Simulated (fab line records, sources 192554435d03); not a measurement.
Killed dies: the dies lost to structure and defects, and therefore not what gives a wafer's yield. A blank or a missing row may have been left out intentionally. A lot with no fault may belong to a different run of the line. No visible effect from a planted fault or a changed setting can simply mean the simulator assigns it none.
Matching of chambers + flow n5_finfet + pecvd-04 running N5_PASSIVATION_PECVD_53: 3 sister chambers
The step deposits SiO2 from TEOS/O2, target thk 800 nm, time 169.4 s. 6 wafers are shown with their chamber, then 7 later ones without.

== EACH WAFER AND ITS CHAMBER ==
| wafer  | chamber | run_length_s (s) |
|--------|---------|------------------|
| L682.5 | 0       | 197.6            |
| L684.1 | 1       | 196.3            |
| L684.4 | 2       | 196.8            |
| L684.5 | 0       | 198.1            |
| L685.2 | 1       | 196.5            |
| L685.4 | 2       | 196.8            |

== WAFERS WHOSE CHAMBER IS MISSING ==
| wafer  | run_length_s (s) |
|--------|------------------|
| L685.6 | 196.3            |
| L686.1 | 196.8            |
| L686.5 | 197.5            |
| L686.6 | 197.8            |
| L687.1 | 196.8            |
| L687.3 | 196.9            |
| L687.5 | 198.3            |

== WHICH CHAMBER EACH WENT THROUGH ==
| wafer  | from the rows above     | in truth |
|--------|-------------------------|----------|
| L685.6 | can't be placed: 1 or 2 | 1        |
| L686.1 | can't be placed: 2 or 1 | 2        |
| L686.5 | can't be placed: 0 or 2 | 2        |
| L686.6 | 0                       | 0        |
| L687.1 | can't be placed: 2 or 1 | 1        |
| L687.3 | can't be placed: 2 or 1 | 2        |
| L687.5 | 0                       | 0        |
Placed correctly: 2 of 7. From these rows, 5 cannot be placed; in 5 the true chamber is one of the candidates. Placed wrongly: 0.
How it was worked out, from the rows above alone: a wafer's distance from a chamber is the root of the sum, over the readings, of the square of ((its reading less the chamber's mean) divided by the reading's scatter). The wafer belongs to the nearest chamber; if the next one is less than 2 further off, it can't be placed. For every chamber, the mean is computed from those of its wafers that are shown. How the scatter is found: for the shown wafers, subtract from each reading the mean of its chamber, square and add these, divide the total by (wafers less chambers), then take the root.
